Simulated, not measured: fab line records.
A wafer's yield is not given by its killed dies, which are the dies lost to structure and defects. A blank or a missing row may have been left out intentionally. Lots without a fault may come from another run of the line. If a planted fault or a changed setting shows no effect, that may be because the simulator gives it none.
Which tool was responsible? ; flow nandHarc ; 13 lots with 39 wafers sampled at 4 steps, on a route of 1159 steps

== WHAT EACH GAUGE READ, for each wafer ==
NHARC_P_ZERO_WELL_CD_MEAS_37: the cd target is 720 nm.
lot;measured;on;cdNm (nm)
L788;day 1 15:58;cdSem-03;719.4 718.6 718.2
L789;day 1 22:07;cdSem-02;718.3 718.6 719.7
L790;day 2 04:22;cdSem-01;719.7 719.0 721.9
L791;day 2 10:13;cdSem-02;720.3 721.2 719.5
L793;day 2 21:59;cdSem-02;719.5 721.3 720.6
L794;day 3 04:14;cdSem-01;733.4 732.0 734.5
L801;day 4 22:08;cdSem-01;720.2 719.3 720.5
L802;day 5 04:16;cdSem-01;721.8 719.1 721.2
L803;day 5 10:07;cdSem-02;718.4 718.9 721.4
L807;day 6 10:02;cdSem-01;722.0 722.9 720.9
L809;day 6 22:06;cdSem-02;722.2 720.0 718.6
L810;day 7 04:07;cdSem-01;718.7 716.7 718.7
L811;day 7 10:15;cdSem-02;722.3 718.3 721.0

NHARC_P_GATE_INSPECT_28.
lot;measured;on;rawDefectCount
L788;day 4 20:20;defectInspect-02;3 4 6
L789;day 5 04:45;defectInspect-02;5 5 11
L790;day 5 08:10;defectInspect-02;5 7 3
L791;day 5 07:56;defectInspect-02;9 10 4
L793;day 5 20:55;defectInspect-02;4 12 4
L794;day 6 12:03;defectInspect-02;3 7 4
L801;day 8 02:20;defectInspect-02;9 10 12
L802;day 8 14:20;defectInspect-01;6 15 3
L803;day 8 13:41;defectInspect-02;15 5 6
L807;day 9 12:11;defectInspect-02;11 11 8
L809;day 9 23:38;defectInspect-01;3 5 2
L810;day 10 00:17;defectInspect-01;11 10 5
L811;day 10 12:08;defectInspect-02;7 9 19

== WHICH TOOL RAN EACH LOT (tool, then ch and the chambers of the sampled wafers, then the start) ==
lot;NHARC_P_ZERO_WELL_EXPOSE_34;NHARC_P_GATE_DEP_103
L788;krfScanner-01 ch 0, day 1 15:49;pecvd-02 ch 0,1,2, day 4 19:40
L789;krfScanner-01 ch 0, day 1 21:58;pecvd-03 ch 0,1,2, day 5 04:04
L790;krfScanner-03 ch 0, day 2 04:13;pecvd-04 ch 1,2, day 5 07:22
L791;krfScanner-01 ch 0, day 2 10:04;pecvd-02 ch 0,1, day 5 07:16
L793;krfScanner-01 ch 0, day 2 21:50;pecvd-04 ch 1,2, day 5 20:10
L794;krfScanner-04 ch 0, day 3 04:05;pecvd-04 ch 0,2, day 6 11:22
L801;krfScanner-04 ch 0, day 4 21:59;pecvd-04 ch 0,1,2, day 8 01:32
L802;krfScanner-01 ch 0, day 5 04:05;pecvd-03 ch 1,2, day 8 13:35
L803;krfScanner-03 ch 0, day 5 09:58;pecvd-03 ch 0,1,2, day 8 12:53
L807;krfScanner-01 ch 0, day 6 09:53;pecvd-02 ch 0,1, day 9 11:20
L809;krfScanner-04 ch 0, day 6 21:57;pecvd-03 ch 0,1,2, day 9 22:52
L810;krfScanner-01 ch 0, day 7 03:57;pecvd-02 ch 0,1,2, day 9 23:31
L811;krfScanner-04 ch 0, day 7 10:05;pecvd-04 ch 0,2, day 10 11:20
- NHARC_P_ZERO_WELL_EXPOSE_34: exposes mask P PWELL, target cd 720 nm.
- NHARC_P_GATE_DEP_103: deposits SiON, target thk 30 nm.

== AS READ BY THE TOOLS THEMSELVES (means over the sampled wafers that have a number; for cases with no such wafer, the mark the record gives instead) ==
NHARC_P_GATE_DEP_103.
lot;tool;heaterPowerW (W)
L788;pecvd-02;778
L789;pecvd-03;680
L790;pecvd-04;833
L791;pecvd-02;812
L793;pecvd-04;859
L794;pecvd-04;644
L801;pecvd-04;724
L802;pecvd-03;748
L803;pecvd-03;712
L807;pecvd-02;713
L809;pecvd-03;733
L810;pecvd-02;752
L811;pecvd-04;605

== THE ANSWER, worked out from the rows above alone ==
Rule: the usual values come from the lots themselves. The widest of any qualifying gaps counts: lots, ordered by their means at a reading, are off when they make up no more than a third of the lots, leave a main group of 4 or more, and stand apart from it by 3 or more times the standard deviation of that group's means. A main group is skipped when, at the precision printed for the reading in the tables above, its means are all equal. Also off: a lot with no number at a reading for which 4 or more lots have one. All remaining lots with rows at the step are treated as sound. The gauges are gone through in route order, then the tools' own readings, and for those a lot's mean is taken as printed above. The first step at which some lot is off is used, and at that step the reading that is off furthest; a lot without a number counts as furthest.
Off: L794 (NHARC_P_ZERO_WELL_CD_MEAS_37, cdNm). The main group: mean 720.0 nm, standard deviation 1.
If a tool, at a process step before that reading, ran all the lots that are off and no sound lot after the first of them, it fits. Gauges at NHARC_P_ZERO_WELL_CD_MEAS_37: tried the same way as those tools. Of those tried, none fits.

== WHAT THE SIMULATOR PUT IN ==
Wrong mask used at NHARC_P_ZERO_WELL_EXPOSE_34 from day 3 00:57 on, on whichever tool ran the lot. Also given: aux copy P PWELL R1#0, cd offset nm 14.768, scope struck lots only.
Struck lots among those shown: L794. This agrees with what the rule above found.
